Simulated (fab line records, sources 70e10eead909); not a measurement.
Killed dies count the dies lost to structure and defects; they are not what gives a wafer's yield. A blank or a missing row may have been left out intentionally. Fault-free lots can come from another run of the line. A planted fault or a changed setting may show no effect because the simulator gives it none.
Which tool did it? | flow nand_harc | Sampling: 12 lots, 36 wafers, 6 of 1302 route steps

WHAT THE GAUGES SHOWED, per wafer
NHARC_A_BONDPAD_CD_MEAS_09 targets a cd of 500 nm.
lot  | measured     | on        | cd_nm (nm)
L075 | day 23 18:46 | cd_sem-01 | 499.6 498.5 501.8
L077 | day 24 19:01 | cd_sem-03 | 502.5 501.3 502.5
L079 | day 25 18:17 | cd_sem-03 | 501.2 499.4 501.7
L081 | day 26 01:52 | cd_sem-01 | 500.3 501.4 501.4
L085 | day 26 23:35 | cd_sem-01 | 502.7 499.6 500.5
L083 | day 27 10:21 | cd_sem-03 | 499.8 502.5 498.4
L087 | day 28 21:56 | cd_sem-02 | 498.2 498.4 499.1
L089 | day 29 17:14 | cd_sem-03 | 501.7 498.5 499.1
L091 | day 30 00:34 | cd_sem-01 | 502.5 501.6 502.0
L093 | day 31 03:33 | cd_sem-01 | 500.5 501.2 500.1
L094 | day 32 05:20 | cd_sem-02 | 500.7 499.0 499.9
L096 | day 33 01:21 | cd_sem-03 | 500.1 499.2 500.8

EACH LOT AND THE TOOL THAT RAN IT (in order: tool; ch and the chambers of the sampled wafers; start)
lot  | NHARC_A_CONTACT_ETCH_97                       | NHARC_A_M0_CMP_23             | NHARC_A_M1_ETCH_28                            | NHARC_A_M1_DEGAS_29          | NHARC_A_BONDPAD_CMP_29
L075 | rie_diel-09 ch 0,2,3, day 23 12:05 or earlier | cmp-01 ch 2,3, day 23 12:05   | rie_diel-13 ch 0,3, day 23 15:09 or earlier   | pvd_sputter-01, day 23 15:09 | cmp-01 ch 0,1, day 23 17:58
L077 | rie_diel-09 ch 2,3, day 24 12:27 or earlier   | cmp-02 ch 1,2, day 24 12:27   | rie_diel-13 ch 0,2, day 24 15:25 or earlier   | pvd_sputter-03, day 24 15:25 | cmp-01 ch 1,3, day 24 18:11
L079 | rie_diel-04 ch 0,2,3, day 25 11:51 or earlier | cmp-02 ch 1,2, day 25 11:51   | rie_diel-02 ch 2,3, day 25 14:55 or earlier   | pvd_sputter-03, day 25 14:55 | cmp-01 ch 0,2,3, day 25 17:34
L081 | rie_diel-04 ch 0,1,2, day 25 19:37 or earlier | cmp-03 ch 0,1,3, day 25 19:37 | rie_diel-06 ch 0,1,2, day 25 22:32 or earlier | pvd_sputter-01, day 25 22:32 | cmp-01 ch 1,2, day 26 01:11
L085 | rie_diel-07 ch 1,2,3, day 26 17:01 or earlier | cmp-01 ch 0,2,3, day 26 17:01 | rie_diel-02 ch 0,2, day 26 20:04 or earlier   | pvd_sputter-03, day 26 20:04 | cmp-04 ch 1,3, day 26 22:47
L083 | rie_diel-07 ch 0,1,3, day 27 03:46 or earlier | cmp-03 ch 1,2,3, day 27 03:46 | rie_diel-13 ch 2,3, day 27 06:53 or earlier   | pvd_sputter-02, day 27 06:53 | cmp-03 ch 0,1, day 27 09:32
L087 | rie_diel-09 ch 0,2,3, day 28 15:30 or earlier | cmp-03 ch 0,2,3, day 28 15:30 | rie_diel-02 ch 0,1,2, day 28 18:34 or earlier | pvd_sputter-01, day 28 18:34 | cmp-04 ch 0,1,2, day 28 21:16
L089 | rie_diel-09 ch 0,3, day 29 10:20 or earlier   | cmp-03 ch 2,3, day 29 10:20   | rie_diel-06 ch 0,2,3, day 29 13:53 or earlier | pvd_sputter-01, day 29 13:53 | cmp-01 ch 0,2,3, day 29 16:35
L091 | rie_diel-09 ch 1,2, day 29 17:56 or earlier   | cmp-01 ch 0,2, day 29 17:56   | rie_diel-02 ch 0,2, day 29 21:00 or earlier   | pvd_sputter-02, day 29 21:00 | cmp-03 ch 0,1,2, day 29 23:48
L093 | rie_diel-07 ch 1,2,3, day 30 20:50 or earlier | cmp-03 ch 0,1,2, day 30 20:50 | rie_diel-06 ch 0,2,3, day 31 00:02 or earlier | pvd_sputter-02, day 31 00:02 | cmp-03 ch 0,2,3, day 31 02:46
L094 | rie_diel-09 ch 0,1,2, day 31 22:40 or earlier | cmp-02 ch 2,3, day 31 22:40   | rie_diel-02 ch 0,2, day 32 01:52 or earlier   | pvd_sputter-02, day 32 01:52 | cmp-04 ch 1,2, day 32 04:33
L096 | rie_diel-09 ch 1,3, day 32 18:40 or earlier   | cmp-01 ch 1,3, day 32 18:40   | rie_diel-02 ch 0,2,3, day 32 21:46 or earlier | pvd_sputter-02, day 32 21:46 | cmp-03 ch 1,2, day 33 00:32
- NHARC_A_CONTACT_ETCH_97: etches the open film in C4F6/O2, target depth 20 nm, time 10 s.
- NHARC_A_M0_CMP_23: polishes, t overpolish 20 s, target thk 113.75 nm.
- NHARC_A_M1_ETCH_28: etches the open film in CF4/N2, target depth 30 nm, time 72.99 s.
- NHARC_A_M1_DEGAS_29: time 60 s.
- NHARC_A_BONDPAD_CMP_29: polishes SiCN, target thk 200 nm.

THE ANSWER, worked out from the rows above alone
Rule: the usual values come from the lots themselves. Put in order of their means at a reading, lots are off if they are a third of the lots or fewer, leave a main group of 4 or more, and stand apart from it by a gap of 3 or more times the standard deviation of the main group's means; of several such gaps the widest counts. Not used: any main group whose means are identical at the precision the tables above print for the reading. Also off: a lot with no number at a reading for which 4 or more lots have one. Any other lot the step has rows for is counted as sound.
No lot is off on any of the readings shown, so nothing can be concluded from this.

WHAT THE SIMULATOR HAD PUT IN
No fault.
